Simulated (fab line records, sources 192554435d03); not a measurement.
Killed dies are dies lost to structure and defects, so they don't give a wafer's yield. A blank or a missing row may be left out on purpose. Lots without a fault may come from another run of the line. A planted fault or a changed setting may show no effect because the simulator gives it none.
Chamber matching | flow n5_finfet | N5_BEOL_M7_ETCH_66 on rie_diel-05: 4 sister chambers
The step etches SOC in N2/H2, target depth 80 nm, overetch 16 nm, time 120 s. 16 wafers are shown with their chamber, then 8 later ones without.

WAFERS WITH THEIR CHAMBER
wafer  | chamber | throttle_valve_pct (%) | drypump_motor_current_A (A) | showerhead_plenum_p_Torr (Torr)
L075.3 | 1       | 17.77                  | 5.81                        | 2.65
L075.4 | 2       | 17.66                  | 5.33                        | 2.49
L075.6 | 0       | 18.11                  | 5.52                        | 2.61
L076.1 | 3       | 18.14                  | 5.96                        | 2.60
L076.2 | 0       | 18.10                  | 5.50                        | 2.61
L076.6 | 0       | 18.11                  | 5.52                        | 2.61
L077.3 | 2       | 17.66                  | 5.34                        | 2.49
L077.4 | 0       | 18.09                  | 5.51                        | 2.61
L077.5 | 0       | 18.10                  | 5.52                        | 2.61
L078.1 | 3       | 18.16                  | 5.97                        | 2.59
L078.2 | 2       | 17.67                  | 5.32                        | 2.49
L078.4 | 1       | 17.78                  | 5.79                        | 2.64
L081.1 | 0       | 18.12                  | 5.49                        | 2.61
L081.4 | 2       | 17.67                  | 5.33                        | 2.48
L081.6 | 1       | 17.79                  | 5.75                        | 2.64
L085.3 | 1       | 17.80                  | 5.75                        | 2.64

SIGNATURES (means of the wafers above)
reading                  | chamber 0 | chamber 1 | chamber 2 | chamber 3 | scatter within a chamber
throttle_valve_pct       | 18.1050   | 17.7850   | 17.6650   | 18.1500   | 0.0106
drypump_motor_current_A  | 5.5100    | 5.7750    | 5.3300    | 5.9650    | 0.0177
showerhead_plenum_p_Torr | 2.6100    | 2.6425    | 2.4875    | 2.5950    | 0.00408
Rule: a wafer's distance from a chamber is the root of the sum, over the readings, of the square of ((its reading less the chamber's mean) divided by the reading's scatter). The wafer belongs to the nearest chamber; if the next one is less than 2 further off, it can't be placed. The scatter: the root of (the sum of the squares of (reading less its chamber's mean) over the shown wafers, divided by (wafers less chambers)).

WAFERS WITHOUT THEIR CHAMBER
wafer  | throttle_valve_pct (%) | drypump_motor_current_A (A) | showerhead_plenum_p_Torr (Torr)
L085.4 | 17.69                  | 5.33                        | 2.48
L085.5 | 18.17                  | 5.92                        | 2.59
L088.1 | 17.68                  | 5.32                        | 2.48
L088.3 | 17.81                  | 5.77                        | 2.64
L088.4 | 18.18                  | 5.95                        | 2.59
L090.1 | 18.15                  | 5.54                        | 2.60
L090.2 | 18.18                  | 6.00                        | 2.59
L090.4 | 17.82                  | 5.76                        | 2.64

WHICH CHAMBER EACH WENT THROUGH
wafer  | from the rows above | in truth
L085.4 | 2                   | 2
L085.5 | 3                   | 3
L088.1 | 2                   | 2
L088.3 | 1                   | 1
L088.4 | 3                   | 3
L090.1 | 0                   | 0
L090.2 | 3                   | 3
L090.4 | 1                   | 1
Placed correctly: 8 of 8. Can't be placed from these rows: 0. Placed wrongly: 0.
